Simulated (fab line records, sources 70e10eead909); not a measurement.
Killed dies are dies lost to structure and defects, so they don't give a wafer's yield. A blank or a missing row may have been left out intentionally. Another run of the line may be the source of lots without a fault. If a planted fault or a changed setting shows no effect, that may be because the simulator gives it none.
Chamber matching | flow nand_harc | 4 sister chambers for NHARC_P_ZERO_WELL_DESCUM_26 on rie_diel-02
The step chemistry O2, time 3 s. 8 wafers are shown with their chamber, then 11 later ones without.

== EACH WAFER AND ITS CHAMBER ==
wafer  | chamber | showerhead_plenum_p_Torr (Torr) | drypump_motor_current_A (A)
L083.1 | 2       | 1.88                            | 5.5
L083.5 | 1       | 2.03                            | 5.7
L084.3 | 0       | 1.94                            | 5.6
L084.6 | 3       | 1.76                            | 5.8
L085.4 | 3       | 1.76                            | 5.8
L085.5 | 2       | 1.88                            | 5.5
L085.6 | 1       | 2.02                            | 5.8
L090.3 | 0       | 1.93                            | 5.6

== WAFERS MISSING THEIR CHAMBER ==
wafer  | showerhead_plenum_p_Torr (Torr) | drypump_motor_current_A (A)
L090.5 | 2.02                            | 5.8
L090.6 | 1.93                            | 5.6
L092.3 | 1.87                            | 5.5
L092.4 | 1.93                            | 5.6
L092.6 | 1.87                            | 5.5
L095.1 | 2.02                            | 5.8
L095.2 | 1.93                            | 5.6
L095.4 | 1.87                            | 5.5
L096.3 | 2.01                            | 5.7
L096.4 | 1.87                            | 5.6
L096.5 | 1.93                            | 5.6

== EACH ONE'S CHAMBER ==
wafer  | from the rows above | in truth
L090.5 | 1                   | 1
L090.6 | 0                   | 0
L092.3 | 2                   | 2
L092.4 | 0                   | 0
L092.6 | 2                   | 2
L095.1 | 1                   | 1
L095.2 | 0                   | 0
L095.4 | 2                   | 2
L096.3 | 1                   | 1
L096.4 | 2                   | 2
L096.5 | 0                   | 0
Correctly placed: 11 of 11. Can't be placed from these rows: 0. Wrongly placed: 0.
How it was worked out, from the rows above alone: a wafer's distance from a chamber is the root of the sum, over the readings, of the square of ((its reading less the chamber's mean) divided by the reading's scatter). The wafer belongs to the nearest chamber; if the next one is less than 2 further off, it can't be placed. Each chamber's mean is taken over the wafers shown for it. The scatter: take each reading less its chamber's mean, square it, sum over the shown wafers, divide by the number of wafers less the number of chambers, and take the root.
